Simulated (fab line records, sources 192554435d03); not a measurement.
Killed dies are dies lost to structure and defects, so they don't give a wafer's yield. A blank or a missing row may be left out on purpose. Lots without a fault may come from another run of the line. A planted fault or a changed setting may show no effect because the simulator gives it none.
One fault seen from 2 desks | flow n5_finfet | each desk has only its own numbers; what lay behind them comes last

THE TOOL OWNER'S DESK: litho_track-02
The tool's own readings at N5_FIN_SAQP_COAT_50 (time 60 s, resist thk 35 nm): means of the sampled wafers that have a number, for each lot that ran on this tool. A lot is out of limits, marked OUT, if its mean lies more than 4 standard deviations from the usual mean; the brackets give that distance.
Columns: A = heater_power_total_W at N5_FIN_SAQP_COAT_50, usual 427.7 W; B = spin_speed_rpm at N5_FIN_SAQP_COAT_50, usual 1499.9 rpm
lot  | first seen here | A     | B
L186 | day 3 09:34     | 426.4 | 1500.8
L188 | day 3 20:38     | 430.0 | 1500.7
L195 | day 5 15:25     | 426.3 | 1456.6 (-39) OUT
L196 | day 5 21:19     | 428.7 | 1458.3 (-38) OUT
This desk's finding: out of limits on L195, L196; first on L195, day 5 15:25 (spin_speed_rpm at N5_FIN_SAQP_COAT_50). In limits: L186, L188.

THE METROLOGY DESK
What the gauges read, lot by lot, whatever tool the lot ran on: means of the sampled wafers that have a number. A lot is out of limits, marked OUT, if its mean lies more than 4 standard deviations from the usual mean; the brackets give that distance.
Columns: A = cd_nm at N5_FIN_SAQP_CD_MEAS_16, usual 35.7 nm
lot  | first seen here | A
L182 | day 2 09:30     | 35.6
L183 | day 2 15:18     | 35.5
L185 | day 3 04:04     | 35.5
L186 | day 3 09:49     | 35.5
L188 | day 3 20:52     | 35.2
L195 | day 5 15:40     | 35.6
L196 | day 5 21:34     | 35.6
L198 | day 6 09:36     | 35.8
L200 | day 6 21:35     | 35.8
L201 | day 7 05:39     | 35.7
L202 | day 7 11:35     | 35.5
L203 | day 7 16:35     | 35.6
This desk's finding: nothing out of limits on any of the 12 lots.

PUT TOGETHER
The tool owner's desk could have raised an alarm at day 5 15:25, on L195, L196.
The metrology desk saw nothing out of limits.
The metrology desk has L195, L196 on record, within its limits.
Of the lots named, all ran N5_FIN_SAQP_COAT_50 on litho_track-02.

WHAT THE SIMULATOR HAD PUT IN
Process parameter drift: litho_track-02, from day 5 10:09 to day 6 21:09, at N5_FIN_SAQP_COAT_50. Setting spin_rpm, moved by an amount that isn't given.
Lots struck among those shown: L195, L196.
Hours from the fault's start to each desk's first reading out of limits: the tool owner's desk, 5.
